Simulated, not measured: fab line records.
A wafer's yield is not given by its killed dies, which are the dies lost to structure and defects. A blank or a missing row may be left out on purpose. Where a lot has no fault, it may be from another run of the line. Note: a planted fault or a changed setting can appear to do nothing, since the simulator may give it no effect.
Comparing a struck lot with a sound one ; flow nand_harc ; 15 steps out of a route of 1159
Sound: wafers L415.3, L415.5, L415.6. Struck: wafer L430.2 (left out: L430.3, L430.6 of the same lot, which were not struck); the cause appears at the end.
At each step with rows: each side's tool, then ch and its chambers, then its first start. Under that, the readings that differ: sound wafers ; struck wafers ; difference of the means ; sigmas: that difference in standard deviations of wafers without a fault.
alike: same words and numbers on both sides, and readings whose means sit less than 2 such deviations apart. not compared: any withheld reading, any reading some wafer has no value for, any bound like >300 that may hide the same value, and any number with overlapping values for which the record gives no deviation.
The two part at a step that has a row with sigmas, a row that says differs or no value, or rows on one side only. Numbers that have no deviation but don't overlap get no sigmas and don't part them. Lack of a reading on every wafer of one side parts them only where that side has two or more wafers.

first, 5 steps without rows for these wafers: NHARC_A_CONTACT_SOFTBAKE_03 (time 55 s); NHARC_A_CONTACT_EBR_04; NHARC_A_CONTACT_EXPOSE_05 (exposes mask A CC); NHARC_A_CONTACT_PEB_06 (peb time 65 s); NHARC_A_CONTACT_DEVELOP_07 (develop time 35 s).
NHARC_A_CONTACT_CD_MEAS_08 targets a cd of 100 nm.
  sound on cd_sem-03 ch 0, day 17 11:37; struck on cd_sem-02 ch 0, day 20 16:10
  alike: cd_nm
NHARC_A_CONTACT_OVL_MEAS_09:
  sound on overlay-02 at day 17 11:41; struck on overlay-01 at day 20 16:15
  alike: overlay_x_nm, overlay_y_nm
NHARC_A_CONTACT_INSPECT_10:
  sound on defect_inspect-01 at day 17 11:44; struck on defect_inspect-01 at day 20 16:17
  alike: raw_defect_count
NHARC_A_CONTACT_DESCUM_13: chemistry O2, time 3 s.
  sound on rie_diel-11 ch 2,3, day 17 11:59; struck on rie_diel-11 ch 0, day 20 16:21
reading;sound;struck;difference;sigmas
showerhead_plenum_p_Torr (Torr);2.04 1.99 2.04;1.79;-0.23;-3
  alike: drypump_motor_current_A, oes_product_au, rf_vpp_V, throttle_valve_pct
  not compared: rf_hours_counter_h
NHARC_A_CONTACT_ETCH_88: etches the open film in CF4, target depth 39 nm, time 65 s.
  sound on rie_diel-11 ch 1,2, day 17 12:08; struck on rie_diel-11 ch 0, day 20 16:26
reading;sound;struck;difference;sigmas
showerhead_plenum_p_Torr (Torr);1.83 1.83 1.83;1.66;-0.17;-3
  alike: drypump_motor_current_A, oes_product_au, rf_vpp_V, run_length_s, throttle_valve_pct
  not compared: rf_hours_counter_h
NHARC_A_CONTACT_ETCH_89: etches the open film in N2/H2, target depth 260 nm, time 475.3 s.
  sound on rie_diel-11 ch 1,2,3; struck on rie_diel-11 ch 2
  alike: drypump_motor_current_A, oes_product_au, rf_vpp_V, run_length_s, showerhead_plenum_p_Torr, throttle_valve_pct
  not compared: rf_hours_counter_h
NHARC_A_CONTACT_ETCH_30: etches the open film in CF4/CHF3, target depth 60.5 nm, time 30.2 s.
  sound on rie_diel-11 ch 0,1; struck on rie_diel-11 ch 1
reading;sound;struck;difference;sigmas
oes_product_au (a.u.);0.935 0.937 0.936;0.978;+0.042;+2
  alike: drypump_motor_current_A, rf_vpp_V, run_length_s, showerhead_plenum_p_Torr, throttle_valve_pct
  not compared: rf_hours_counter_h
NHARC_A_CONTACT_ETCH_31: etches the open film in O2/COS, target depth 2000 nm, time 520 s.
  sound on rie_diel-11 ch 0,1,2, day 17 12:57; struck on rie_diel-11 ch 0, day 20 16:58
reading;sound;struck;difference;sigmas
rf_vpp_V (V);312.0 315.4 315.9;309.4;-5.0;-3
run_length_s (s);541.0 541.8 541.6;420.7;-120.8;-99 or more
  alike: drypump_motor_current_A, oes_product_au, showerhead_plenum_p_Torr, throttle_valve_pct
  not compared: rf_hours_counter_h
NHARC_A_CONTACT_ETCH_134: etches the open film in C4F8/O2/Ar, time 140 s, target depth 700 nm.
  sound on har_cap_etch-02 ch 0,1, day 17 13:18; struck on har_cap_etch-02 ch 0, day 20 17:22
reading;sound;struck;difference;sigmas
rf_hours_counter_h (h);- - -;25;no value on the sound wafers;
  alike: run_length_s
-- break in the record here, with 2 days between the starts of the struck wafers on either side (left off in module A_CONTACT, picked up again in module END, where the first step shown is number 1159 on the route) --
NHARC_END_SORT_01:
  sound on prober-01 ch 0, day 20 03:01; struck on prober-01 ch 0, day 23 00:10
reading;sound;struck;difference;sigmas
hold;- - -;await_dispo/7.2h/release;no value on the sound wafers;
killed_at_array;17 27 25;286;+263;+24
killed_at_periphery;1 1 0;8;+7;+3
killed_dies;18 28 26;295;+271;+25
killed_open;0 1 1;5;+4;+2
  alike: killed_at_other, killed_short

WHERE THEY PART
Last at NHARC_END_SORT_01 as far as this record goes, first at NHARC_A_CONTACT_DESCUM_13.

WHY: whatever the simulator had introduced
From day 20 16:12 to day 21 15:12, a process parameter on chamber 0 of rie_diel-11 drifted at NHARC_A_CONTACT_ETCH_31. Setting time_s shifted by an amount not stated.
